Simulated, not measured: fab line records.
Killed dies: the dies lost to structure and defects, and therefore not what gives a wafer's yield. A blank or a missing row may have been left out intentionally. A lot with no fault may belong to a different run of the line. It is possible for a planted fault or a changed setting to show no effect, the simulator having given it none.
Split-lot trial -- flow n5Finfet -- 21 wafers read from 7 lots, route of 1938 steps

THE SPLIT
At N5_BEOL_M6_ETCH_66 (etches SOC in N2/H2, target depth 80 nm, overetch 16 nm, time 120 s), the setting biasW was moved away from the recipe's 150 W on 6 of the 21 wafers read, by -17.4% to +9.7%. This setting was run at the recipe's value on the other wafers.

The reading comes from the split's own step.

THE READING
rfVppV, in V, at N5_BEOL_M6_ETCH_66 (etches SOC in N2/H2, target depth 80 nm, overetch 16 nm, time 120 s). Typical for fault-free wafers on this fab line: 524.1 V, with standard deviation 2.5 V.

wafer,"tool, chamber at the split","biasW as run, W",against the recipe,"rfVppV, V",against lot-mates on the recipe
L074.1,"rieDiel-04, 0",132.9,-11.4%,487.1,-37.6
L074.4,"rieDiel-04, 1",132.9,-11.4%,485.6,-39.1
L074.6,"rieDiel-04, 3",150,recipe,524.7,-
L075.1,"rieDiel-01, 1",150,recipe,520.2,-
L075.3,"rieDiel-01, 0",150,recipe,524.8,-
L075.6,"rieDiel-01, 1",150,recipe,520.9,-
L077.4,"rieDiel-02, 0",150,recipe,524.5,-
L077.5,"rieDiel-02, 0",150,recipe,524.7,-
L077.6,"rieDiel-02, 1",123.9,-17.4%,462.0,-62.6
L079.3,"rieDiel-01, 3",150,recipe,527.3,-
L079.4,"rieDiel-01, 0",150,recipe,525.2,-
L079.5,"rieDiel-01, 0",150,recipe,526.0,-
L084.1,"rieDiel-04, 2",150,recipe,525.2,-
L084.4,"rieDiel-04, 0",150,recipe,524.9,-
L084.6,"rieDiel-04, 3",150,recipe,525.5,-
L089.3,"rieDiel-04, 0",150,recipe,524.6,-
L089.4,"rieDiel-04, 2",164.5,+9.7%,556.1,+32.1
L089.5,"rieDiel-04, 3",150,recipe,523.5,-
L091.1,"rieDiel-04, 3",150,recipe,523.6,-
L091.2,"rieDiel-04, 1",138.3,-7.8%,496.6,-27.0
L091.6,"rieDiel-04, 1",138.3,-7.8%,495.2,-28.4

THE FIT
A straight line over all 21 wafers: rfVppV changes by +3.46 V for each +1% of biasW; r = +1.00; the points scatter about the line by 1.8 V.
The same after taking each lot's own level away (the mean of its wafers on the recipe; 21 wafers): +3.47 V for each +1%; r = +1.00; scatter 1.2 V.
According to that fit, moving biasW by its largest amount changes the reading by 60 V.
Across the lots, their own levels run from 521.97 to 526.17 V, a range of 1.7 times the standard deviation given above.
Hence the lot-to-lot level has little effect on the slope; both slopes agree.
Check: -59.2 V against its lot-mates is what the line predicts for one of the wafers moved furthest among these (-17.4%) when that wafer is left out of the fit. It came out at -62.6 V against them.
Tool readings at the split's step, against how far the setting was moved: rfVppV r = +1.00.

THE WHOLE CHAIN: every reading that the file lists as answering this split, in the file's order
step,what it does,reading,change (the file's fit),r (the file's)
N5_BEOL_M6_ETCH_66,"etches SOC in N2/H2, target depth 80 nm, overetch 16 nm, time 120 s",rfVppV,+3.5 V for each +1% of the setting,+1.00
N5_BEOL_M6_ETCH_66,"etches SOC in N2/H2, target depth 80 nm, overetch 16 nm, time 120 s","SiARC_of_BEOL_M6_COAT_64.thkNm (the simulator's own value, which no gauge read)",-0.0601 nm for each +1% of the setting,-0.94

FILE'S OWN FIT
rfVppV changes by +3.5 V for each +1% of biasW, r = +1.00.
